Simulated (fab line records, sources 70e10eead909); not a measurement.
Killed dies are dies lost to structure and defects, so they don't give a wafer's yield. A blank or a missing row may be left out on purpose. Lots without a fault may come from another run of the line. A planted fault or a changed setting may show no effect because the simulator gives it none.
fab line records | flow nand_harc
record lots=12 wafers=36 last_day=33
route steps=1302 shown P_ZERO_WELL@61 P_STI@84 END@1302
lots that met no fault: from a run of the same line without faults
start_h: hours from the record's first day to the start of the lot's first wafer shown | wait_h: hours since the lot's step before | " the same as in the row above | L1.1+2: a row that stands for several wafers | - no value, or no start given | * or withheld: withheld | < > ~ a bound
route shown NAME@n: a module of which the file shows steps, and the number in the route of the first | usual: mean/standard deviation of fault-free wafers | same: alike in all rows | chamber/n: place in a boat | sites: the reading at each site | _std_site: their standard deviation | _edge_site: outer sites' mean less inner sites' | radius_mm: how far each site lies from the wafer's centre | mask NAME#n: copy n | behind: the tool/chamber that last shaped the wafer | hold: why the lot was held/for how many hours/how that ended | device: the transistor (n, p or np) that didn't switch | end of line: the same wafers' tests at the end of the route | a step without rows: its recipe alone | killed: dies lost to structure and defects at the first sort, not the wafer's yield | map: a wafer's dies, x killed, . not, _ none there
set.NAME: the setting as run; set.NAME@STEP: as run at that earlier step | model.NAME: the simulator's own value behind a step, which no gauge read
steps of the route over a sample of lots; a table a step, a row a wafer
services: from which hour (start_h, from the record's first day; less than 0 if before it) a tool's chamber was out of use, for how many hours, and why
## steps
# step NHARC_P_ZERO_WELL_DESCUM_54
# recipe time_s=3 o2_flow_sccm=200 ar_flow_sccm=0 bias_power_w=0 chemistry=O2
# usual drypump_motor_current_A=5.7/0.42 oes_product_au=1.002/0.0094 rf_vpp_V=57.7/0.91 showerhead_plenum_p_Torr=1.90/0.096 throttle_valve_pct=11.312/0.009
# columns lot.wafer tool chamber start_h wait_h drypump_motor_current_A oes_product_au rf_hours_counter_h rf_vpp_V showerhead_plenum_p_Torr throttle_valve_pct
L365.4 rie_diel-04 2 45.90 - 5.2 1.016 11 57.0 1.77 11.315
L365.6 " 2 " " 5.2 1.006 - 57.4 1.77 11.297
L365.5 " 3 " " 5.5 0.992 - 58.8 1.81 11.309
L366.3 rie_diel-04 1 55.89 - 5.8 1.015 14 58.0 1.93 11.323
L366.2 " 0 " " 6.7 1.019 14 57.5 1.80 11.327
L366.6 " 2 " " 5.1 1.010 - 56.3 1.77 11.303
L367.1 rie_diel-04 1 66.04 - 5.8 1.009 17 58.3 1.93 11.339
L367.3 " 2 " " 5.1 1.004 16 57.6 1.77 11.327
L367.6 " 1 " " 5.7 0.999 - 56.8 1.93 11.310
L368.2 rie_diel-12 1 77.88 - 5.8 0.990 51 58.1 2.06 11.311
L368.4 " 3 " " 5.7 0.989 48 56.8 1.98 11.319
L368.1 " 0 " " 6.3 0.995 50 57.2 1.77 11.308
L369.3 rie_diel-01 2 85.74 - 5.9 0.998 17 58.0 1.93 11.331
L369.5 " 0 " " 5.7 1.002 - 59.7 1.97 11.312
L369.6 " 1 " " 5.6 1.005 - 57.2 2.03 11.307
L372.1 rie_diel-04 0 115.79 - 6.7 1.013 34 56.9 1.80 11.315
L372.4 " 2 " " 5.1 1.013 33 56.3 1.76 11.317
L372.5 " 0 " " 6.7 1.014 - 56.5 1.80 11.312
L373.3 rie_diel-12 2 126.05 - 5.3 1.003 12 55.8 1.90 11.323
L373.1 " 3 " " 5.7 1.002 12 58.0 1.98 11.327
L373.6 " 2 " " 5.3 1.003 - 58.3 1.90 11.316
L376.1 rie_diel-12 0 156.03 - 6.3 1.010 20 57.5 1.77 11.291
L376.4 " 1 " " 5.8 0.999 20 60.1 2.05 11.305
L376.5 " 0 " " 6.3 0.995 - 56.2 1.77 11.318
L378.4 rie_diel-04 0 176.19 - 6.7 1.012 50 56.7 1.79 11.293
L378.2 " 2 " " 5.1 1.001 50 57.1 1.76 11.301
L378.1 " 3 " " 5.5 0.997 50 57.9 1.80 11.316
L383.2 rie_diel-04 0 226.08 - 6.7 1.022 10 57.7 1.79 11.322
L383.3 " 1 " " 5.7 1.012 12 58.2 1.91 11.297
L383.5 " 0 " " 6.7 1.020 - 56.8 1.79 11.312
L385.2 rie_diel-01 3 246.52 - 5.7 0.985 14 57.8 1.83 11.307
L385.5 " 0 " " 5.7 0.993 - 57.1 1.95 11.314
L385.6 " 1 " " 5.5 0.996 - 57.8 2.01 11.318
L386.1 rie_diel-12 2 255.81 - 5.3 1.005 51 57.4 1.89 11.323
L386.2 " 3 " " 5.6 1.013 50 57.8 1.97 11.306
L386.4 " 0 " " 6.3 0.994 49 56.9 1.76 11.315
# step NHARC_P_STI_OVL_MEAS_10
# usual overlay_x_nm=0/5.6 overlay_y_nm=1/4.7
# columns lot.wafer tool chamber start_h wait_h overlay_x_nm overlay_y_nm
L365.4 overlay-02 - 62.49 - -4 7
L365.5 " - " " -4 7
L365.6 " - " " -5 8
L366.2 overlay-02 - 72.64 - -4 2
L366.3 " - " " -4 2
L366.6 " - " " -4 2
L367.1 overlay-02 - 84.28 - -5 -5
L367.3 " - " " -5 -6
L367.6 " - " " -4 -6
L368.1 overlay-02 - 96.97 - -8 -5
L368.2 " - " " -7 -5
L368.4 " - " " -7 -5
L369.3 overlay-02 - 106.27 - 14 5
L369.5 " - " " 13 4
L369.6 " - " " 13 5
L372.1 overlay-01 - 134.64 - -12 -10
L372.4 " - " " -12 -10
L372.5 " - " " -12 -9
L373.1 overlay-01 - 146.83 - -6 5
L373.3 " - " " -6 4
L373.6 " - " " -5 5
L376.1 overlay-01 - 172.89 - -5 2
L376.4 " - " " -5 3
L376.5 " - " " -6 2
L378.1 overlay-01 - 193.57 - 1 -2
L378.2 " - " " 1 -1
L378.4 " - " " 1 -2
L383.2 overlay-01 - 243.02 - 1 -2
L383.3 " - " " 1 -2
L383.5 " - " " 1 -2
L385.2 overlay-01 - 262.80 - 0 1
L385.5 " - " " 0 0
L385.6 " - " " 0 1
L386.1 overlay-01 - 273.93 - 2 2
L386.2 " - " " 2 2
L386.4 " - " " 2 1
# step NHARC_P_STI_ETCH_42
# recipe target_depth_a=800 overetch_a=240 time_s=61 ion_energy_ev=200 n2_flow_sccm=150 h2_flow_sccm=150 ar_flow_sccm=0 rf_w=400 bias_w=150 chemistry=N2/H2
# usual drypump_motor_current_A=5.7/0.55 oes_product_au=0.998/0.0085 rf_vpp_V=430.2/2 run_length_s=82.3/0.52 showerhead_plenum_p_Torr=2.03/0.072 throttle_valve_pct=14.171/0.0097
# columns lot.wafer tool chamber start_h wait_h drypump_motor_current_A oes_product_au rf_hours_counter_h rf_vpp_V run_length_s showerhead_plenum_p_Torr throttle_valve_pct
L365.4 rie_diel-05 1 62.75 0.1 6.5 0.987 0 426.0 81.3 1.92 14.185
L365.6 " 3 " " 5.7 1.004 - 430.3 83.1 2.04 14.179
L365.5 " 0 " " 5.0 1.002 - 431.0 81.9 2.06 14.174
L366.2 rie_diel-05 2 72.90 0.1 5.3 0.989 1 428.0 82.2 1.98 14.161
L366.3 " 3 " " 5.7 0.990 1 430.5 82.4 2.04 14.167
L366.6 " 1 " " 6.5 1.001 - 427.3 81.4 1.92 14.161
L367.3 rie_diel-10 0 84.54 0.1 5.9 1.001 1 429.2 81.6 1.98 14.168
L367.1 " 1 " " 5.4 1.002 1 432.2 82.4 2.09 14.173
L367.6 " 0 " " 5.9 0.999 - 428.7 81.9 1.98 14.155
L368.1 rie_diel-13 2 97.22 0.1 5.3 1.016 6 428.4 82.8 1.99 14.174
L368.2 " 0 " " 6.7 0.992 7 429.6 83.3 1.96 14.154
L368.4 " 1 " " 5.1 1.001 6 434.9 82.3 2.18 14.150
L369.3 rie_diel-05 1 106.54 0.1 6.5 0.998 3 427.7 81.4 1.92 14.165
L369.6 " 3 " " 5.7 0.997 - 430.6 82.6 2.04 14.183
L369.5 " 0 " " 5.1 1.011 - 431.0 81.8 2.06 14.161
L372.1 rie_diel-13 2 134.91 0.1 5.4 1.011 8 428.5 82.6 1.98 14.151
L372.4 " 3 " " 6.2 0.995 8 430.7 82.5 2.09 14.167
L372.5 " 1 " " 5.1 0.987 - 434.4 82.2 2.17 14.157
L373.3 rie_diel-05 2 147.09 0.1 5.2 0.997 4 429.6 82.4 1.98 14.186
L373.1 " 3 " " 5.7 1.013 6 430.7 82.5 2.04 14.161
L373.6 " 2 " " 5.3 1.008 - 428.5 82.8 1.98 14.159
L376.4 rie_diel-05 0 173.16 0.1 5.0 0.985 7 431.0 81.9 2.06 14.170
L376.1 " 1 " " 6.5 0.991 7 427.8 65.0 1.92 14.184
L376.5 " 0 " " 5.0 0.986 - 430.4 82.0 2.06 14.173
L378.4 rie_diel-05 1 193.82 0.1 6.5 0.991 8 427.1 81.1 1.92 14.161
L378.1 " 3 " " 5.7 1.014 7 431.5 66.7 2.04 14.171
L378.2 " 0 " " 5.0 0.993 8 431.9 82.0 2.06 14.175
L383.2 rie_diel-13 2 243.29 0.1 5.3 0.992 3 428.4 83.2 1.98 14.189
L383.3 " 3 " " 6.2 0.986 3 431.0 82.5 2.08 14.185
L383.5 " 0 " " 6.8 0.999 - 428.7 83.4 1.96 14.186
L385.2 rie_diel-13 3 263.07 0.1 6.2 0.996 4 431.4 82.6 2.08 14.177
L385.5 " 1 " " 5.1 0.991 - 434.5 82.4 2.17 14.186
L385.6 " 2 " " 5.3 1.019 - 428.4 82.4 1.98 14.166
L386.2 rie_diel-05 2 274.21 0.1 5.2 0.994 2 429.3 82.4 1.97 14.176
L386.1 " 0 " " 5.0 1.001 3 431.5 81.7 2.06 14.177
L386.4 " 0 " " 5.0 0.995 - 430.7 81.8 2.06 14.195
# step NHARC_P_STI_OCD_MEAS_17
# usual trench_depth_nm=301/3.1 trench_foot_cd_nm=158.2/3
# columns lot.wafer tool chamber start_h wait_h trench_depth_nm trench_foot_cd_nm
L365.4 ocd-01 - 63.18 0.1 300 156.6
L365.5 " - " " 303 155.0
L365.6 " - " " 296 156.6
L366.2 ocd-01 - 73.33 0.1 298 157.9
L366.3 " - " " 299 159.2
L366.6 " - " " 300 157.5
L367.1 ocd-02 - 84.98 0.1 300 163.0
L367.3 " - " " 303 157.3
L367.6 " - " " 302 162.3
L368.1 ocd-02 - 97.66 0.1 301 162.8
L368.2 " - " " 304 159.8
L368.4 " - " " 299 165.4
L369.3 ocd-02 - 106.97 0.1 295 163.1
L369.5 " - " " 298 159.6
L369.6 " - " " 297 158.6
L372.1 ocd-01 - 135.37 0.1 297 160.0
L372.4 " - " " 301 162.9
L372.5 " - " " 295 160.7
L373.1 ocd-01 - 147.53 0.1 303 155.8
L373.3 " - " " 302 157.5
L373.6 " - " " 300 156.4
L376.1 ocd-02 - 173.62 0.1 299 155.9
L376.4 " - " " 301 152.9
L376.5 " - " " 303 153.4
L378.1 ocd-01 - 194.26 0.1 293 162.6
L378.2 " - " " 298 163.4
L378.4 " - " " 301 163.9
L383.2 ocd-02 - 243.72 0.1 304 155.6
L383.3 " - " " 300 154.5
L383.5 " - " " 294 156.3
L385.2 ocd-02 - 263.50 0.1 307 155.3
L385.5 " - " " 294 153.5
L385.6 " - " " 303 150.0
L386.1 ocd-01 - 274.67 0.1 304 159.9
L386.2 " - " " 301 155.2
L386.4 " - " " 305 160.7
# step NHARC_END_SORT_01
# recipe temp_c=25
# usual killed_at_array=53/21 killed_at_other=0.8/1.1 killed_at_periphery=4.2/2.7 killed_dies=58/22 killed_open=3.4/1.9 killed_short=2.5/1.6
# same gross_dies=677
# columns lot.wafer tool chamber start_h wait_h killed_at_array killed_at_other killed_at_periphery killed_dies killed_open killed_short
L366.2 prober-02 0 605.62 2.8 27 0 6 33 1 2
L366.3 prober-02 0 606.43 3.1 29 2 3 34 2 5
L366.6 prober-02 0 608.86 4.0 23 1 4 28 1 3
L376.1 prober-01 0 696.48 2.5 55 1 9 65 4 4
L378.1 prober-02 0 732.30 2.5 47 2 4 53 1 1
# killed by level:class
L366.2 A_CONTACT:chamber_film_flake=8 A_CHANNEL_HOLE_D2:chamber_film_flake=6 P_M2:chamber_film_flake=5 A_CHANNEL_HOLE_D1:chamber_film_flake=4 A_SLIT:chamber_film_flake=4 A_ONON_D1:geometric_particle:short=1 A_CHANNEL_FILL_D2:geometric_particle:short=1 A_M0:geometric_particle:open=1
L366.3 A_CHANNEL_HOLE_D2:chamber_film_flake=11 A_CONTACT:chamber_film_flake=4 A_WL_FILL:geometric_particle:short=3 A_ZERO_WELL:chamber_film_flake=2 A_CHANNEL_HOLE_D1:chamber_film_flake=2 A_STAIRCASE:chamber_film_flake=2 THIN_TSV:chamber_film_flake=2 P_CONTACT:geometric_particle:short=1
L366.6 A_CHANNEL_HOLE_D2:chamber_film_flake=7 A_CONTACT:chamber_film_flake=4 P_ZERO_WELL:chamber_film_flake=3 A_CHANNEL_HOLE_D1:chamber_film_flake=3 A_ONON_D1:geometric_particle:short=2 A_SLIT:chamber_film_flake=2 A_ONON_D1:geometric_particle:open=1 A_M0:geometric_particle:short=1
L376.1 A_CHANNEL_HOLE_D1:chamber_film_flake=34 A_CONTACT:chamber_film_flake=6 A_M1:chamber_film_flake=4 P_M1:chamber_film_flake=3 P_M0:geometric_particle:open=1 A_CHANNEL_HOLE_D1:geometric_particle:open=1 A_CHANNEL_FILL_D1:geometric_particle:short=1 A_DECK1_JOINT:geometric_particle:short=1
L378.1 A_CHANNEL_HOLE_D1:chamber_film_flake=34 P_STI:area_etch=4 A_SLIT:chamber_film_flake=2 A_CHANNEL_FILL_D2:chamber_film_flake=2 A_CONTACT:chamber_film_flake=2 A_M0:chamber_film_flake=2 THIN_TSV:chamber_film_flake=2 A_DECK1_JOINT:geometric_particle:open=1
## services
# columns tool chamber start_h hours kind
rie_diel-13 3 26.80 3.4 repair
rie_diel-13 - 28.76 0.6 repair
rie_diel-01 - 29.99 9.0 pm
rie_diel-13 1 34.29 7.9 repair
rie_diel-12 3 44.87 4.6 repair
rie_diel-05 - 52.60 9.0 pm
rie_diel-04 3 56.13 2.2 repair
rie_diel-13 3 72.42 8.1 repair
rie_diel-13 2 77.52 9.7 repair
rie_diel-12 0 78.01 10.1 repair
rie_diel-12 - 91.52 9.0 pm
rie_diel-05 2 109.98 8.3 repair
rie_diel-13 - 165.04 9.0 pm
rie_diel-05 - 176.25 0.7 repair
rie_diel-12 0 180.17 12.2 repair
rie_diel-04 - 181.78 9.0 pm
rie_diel-05 - 229.60 9.0 pm
rie_diel-12 - 236.59 7.4 repair
rie_diel-04 2 241.91 2.1 repair
rie_diel-04 - 246.90 0.6 repair
rie_diel-13 3 250.87 5.1 repair
rie_diel-04 2 252.16 2.6 repair
rie_diel-05 1 259.48 20.4 repair
rie_diel-12 - 269.86 9.0 pm
## key
first_sign step=NHARC_P_STI_ETCH_42 reading=run_length_s direction=down sigmas=32 usual=* struck=*
effect none on later readings
met_at NHARC_P_STI_ETCH_42
struck_lots L376,L378
struck_wafers L376.1,L378.1
tester_left_out L376,L378
not_acting_at NHARC_P_ZERO_WELL_DESCUM_54,NHARC_P_STI_OVL_MEAS_10,NHARC_P_STI_OCD_MEAS_17
onset_between 147.09 173.16
fault kind=process_parameter_drift tool=rie_diel-05 chamber=- onset_h=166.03 steps=NHARC_P_STI_ETCH_42 channel=time_s offset=* shape=step end_h=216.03 scope=struck_wafers_only acts_in=* stated=*
# tester_left_out: of these lots the tester's yield and bins aren't shown, on N5 and GAA mostly nor the transistor test; their killed dies are dies lost to structure and defects alone, not to doping, threshold or leakage, so they don't give the yield
